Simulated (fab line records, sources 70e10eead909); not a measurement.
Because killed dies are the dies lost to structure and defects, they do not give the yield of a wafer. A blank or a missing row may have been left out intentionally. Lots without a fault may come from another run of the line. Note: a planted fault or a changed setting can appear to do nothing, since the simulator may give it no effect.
Chamber matching | flow nand-harc | NHARC_P_GATE_STRIP_96 on wet-bench-07 has 7 sister chambers
The step strips in SPM, time 900 s. 12 wafers are shown with their chamber, then 7 later ones without.

WAFERS, EACH WITH ITS CHAMBER
wafer  | chamber | bath-guard-temp-C (C) | bath-heat-duty-pct (%)
L153.2 | 4       | 130.1                 | 14.9
L153.3 | 7       | 130.4                 | 15.9
L156.3 | 2       | 130.7                 | 11.9
L156.5 | 0       | 131.0                 | 13.2
L158.2 | 6       | 129.5                 | 12.0
L158.4 | 3       | 130.9                 | 11.2
L158.6 | 4       | 129.8                 | 12.8
L171.1 | 7       | 130.4                 | 17.6
L171.2 | 3       | 130.6                 | 11.2
L171.6 | 0       | 130.8                 | 14.1
L173.1 | 1       | 129.9                 | 12.4
L173.3 | 6       | 129.7                 | 13.8

WAFERS WHOSE CHAMBER IS MISSING
wafer  | bath-guard-temp-C (C) | bath-heat-duty-pct (%)
L173.6 | 131.3                 | 11.8
L172.1 | 131.1                 | 13.8
L172.4 | 130.1                 | 14.6
L172.6 | 130.6                 | 10.9
L174.2 | 131.0                 | 14.1
L174.4 | 129.6                 | 13.4
L174.5 | 129.4                 | 13.7

WHICH CHAMBER EACH ONE RAN IN
wafer  | from the rows above          | in truth
L173.6 | can't be placed: 0 or 3 or 2 | 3
L172.1 | can't be placed: 0 or 2      | 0
L172.4 | can't be placed: 4 or 1 or 7 | 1
L172.6 | can't be placed: 3 or 2      | 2
L174.2 | 0                            | 0
L174.4 | can't be placed: 6 or 1 or 4 | 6
L174.5 | can't be placed: 6 or 1 or 4 | 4
Correct placement for 1 of the 7. These rows do not allow placing 6 (true chamber among the candidates in 6). Number placed wrongly: 0.
How it was worked out, from the rows above alone: a wafer's distance from a chamber is the root of the sum, over the readings, of the square of ((its reading less the chamber's mean) divided by the reading's scatter). If the next closest chamber is less than 2 further off than the closest, the wafer can't be placed; otherwise it belongs to the closest. For every chamber, the mean is computed from those of its wafers that are shown. The scatter: take each reading less its chamber's mean, square it, sum over the shown wafers, divide by the number of wafers less the number of chambers, and take the root.
